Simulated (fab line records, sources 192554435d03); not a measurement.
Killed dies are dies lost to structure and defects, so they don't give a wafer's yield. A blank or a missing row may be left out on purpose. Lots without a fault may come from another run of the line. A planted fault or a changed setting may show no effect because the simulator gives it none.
Chamber matching | flow n5_finfet | N5_BEOL_M7_ETCH_61 on rie_diel-04: 4 sister chambers
The step etches SiARC in CF4, target depth 45.5 nm, time 75.8 s. 4 wafers are shown with their chamber, then 9 later ones without.

WAFERS WITH THEIR CHAMBER
wafer  | chamber | showerhead_plenum_p_Torr (Torr)
L087.1 | 2       | 2.26
L090.1 | 0       | 2.25
L090.3 | 1       | 2.10
L090.4 | 3       | 2.05

WAFERS WITHOUT THEIR CHAMBER
wafer  | showerhead_plenum_p_Torr (Torr)
L093.1 | 2.05
L093.2 | 2.09
L093.4 | 2.26
L094.1 | 2.05
L094.5 | 2.09
L094.6 | 2.26
L097.2 | 2.05
L097.3 | 2.09
L097.5 | 2.25

WHICH CHAMBER EACH WENT THROUGH
wafer  | from the rows above     | in truth
L093.1 | 3                       | 3
L093.2 | 1                       | 1
L093.4 | can't be placed: 2 or 0 | 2
L094.1 | 3                       | 3
L094.5 | 1                       | 1
L094.6 | can't be placed: 2 or 0 | 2
L097.2 | 3                       | 3
L097.3 | 1                       | 1
L097.5 | can't be placed: 0 or 2 | 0
Placed correctly: 6 of 9. Can't be placed from these rows: 3 (the true chamber is among the candidates in 3). Placed wrongly: 0.
How it was worked out, from the rows above alone: a wafer's distance from a chamber is the root of the sum, over the readings, of the square of ((its reading less the chamber's mean) divided by the reading's scatter). The wafer belongs to the nearest chamber; if the next one is less than 2 further off, it can't be placed. A chamber's mean is the mean of its shown wafers. The scatter: with one shown wafer a chamber, the root of the mean of the squares of how far each hidden wafer lies from its nearest shown one.
